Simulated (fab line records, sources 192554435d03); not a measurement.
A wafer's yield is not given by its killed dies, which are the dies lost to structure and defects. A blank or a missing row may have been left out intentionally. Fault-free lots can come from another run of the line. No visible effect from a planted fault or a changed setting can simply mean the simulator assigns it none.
Matching of chambers || flow n5Finfet || 3 sister chambers for N5_BEOL_M2_PECVD_72 on pecvd-02
The step deposits SiO2 from TEOS/O2, target thk 16 nm, time 18 s. 6 wafers are shown with their chamber, then 8 later ones without.

## WAFERS, EACH WITH ITS CHAMBER
{"wafer": "L083.2", "chamber": 1, "throttleValvePct (%)": 23.5, "showerheadPlenumPTorr (Torr)": 8.76}
{"wafer": "L083.6", "chamber": 0, "throttleValvePct (%)": 21.4, "showerheadPlenumPTorr (Torr)": 8.91}
{"wafer": "L084.2", "chamber": 2, "throttleValvePct (%)": 22.8, "showerheadPlenumPTorr (Torr)": 8.87}
{"wafer": "L084.3", "chamber": 1, "throttleValvePct (%)": 23.7, "showerheadPlenumPTorr (Torr)": 8.76}
{"wafer": "L084.6", "chamber": 0, "throttleValvePct (%)": 21.4, "showerheadPlenumPTorr (Torr)": 8.89}
{"wafer": "L085.1", "chamber": 2, "throttleValvePct (%)": 22.6, "showerheadPlenumPTorr (Torr)": 8.87}

## WAFERS WITHOUT THEIR CHAMBER
{"wafer": "L085.2", "throttleValvePct (%)": 23.6, "showerheadPlenumPTorr (Torr)": 8.74}
{"wafer": "L085.3", "throttleValvePct (%)": 21.5, "showerheadPlenumPTorr (Torr)": 8.87}
{"wafer": "L094.1", "throttleValvePct (%)": 21.5, "showerheadPlenumPTorr (Torr)": 8.86}
{"wafer": "L094.2", "throttleValvePct (%)": 20.6, "showerheadPlenumPTorr (Torr)": 8.86}
{"wafer": "L094.4", "throttleValvePct (%)": 23.9, "showerheadPlenumPTorr (Torr)": 8.75}
{"wafer": "L097.1", "throttleValvePct (%)": 20.9, "showerheadPlenumPTorr (Torr)": 8.88}
{"wafer": "L097.4", "throttleValvePct (%)": 21.4, "showerheadPlenumPTorr (Torr)": 8.86}
{"wafer": "L097.6", "throttleValvePct (%)": 21.0, "showerheadPlenumPTorr (Torr)": 8.85}

## CHAMBER TAKEN BY EACH
{"wafer": "L085.2", "from the rows above": 1, "in truth": 1}
{"wafer": "L085.3", "from the rows above": 0, "in truth": 0}
{"wafer": "L094.1", "from the rows above": 0, "in truth": 0}
{"wafer": "L094.2", "from the rows above": 0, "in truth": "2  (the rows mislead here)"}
{"wafer": "L094.4", "from the rows above": 1, "in truth": 1}
{"wafer": "L097.1", "from the rows above": 0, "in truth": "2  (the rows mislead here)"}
{"wafer": "L097.4", "from the rows above": 0, "in truth": 0}
{"wafer": "L097.6", "from the rows above": 0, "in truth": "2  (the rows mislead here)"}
Correct placement for 5 of the 8. Can't be placed from these rows: 0. Wrongly placed: 3.
How it was worked out, from the rows above alone: a wafer's distance from a chamber is the root of the sum, over the readings, of the square of ((its reading less the chamber's mean) divided by the reading's scatter). If the next closest chamber is less than 2 further off than the closest, the wafer can't be placed; otherwise it belongs to the closest. A chamber's mean is the mean of its shown wafers. How the scatter is found: for the shown wafers, subtract from each reading the mean of its chamber, square and add these, divide the total by (wafers less chambers), then take the root.
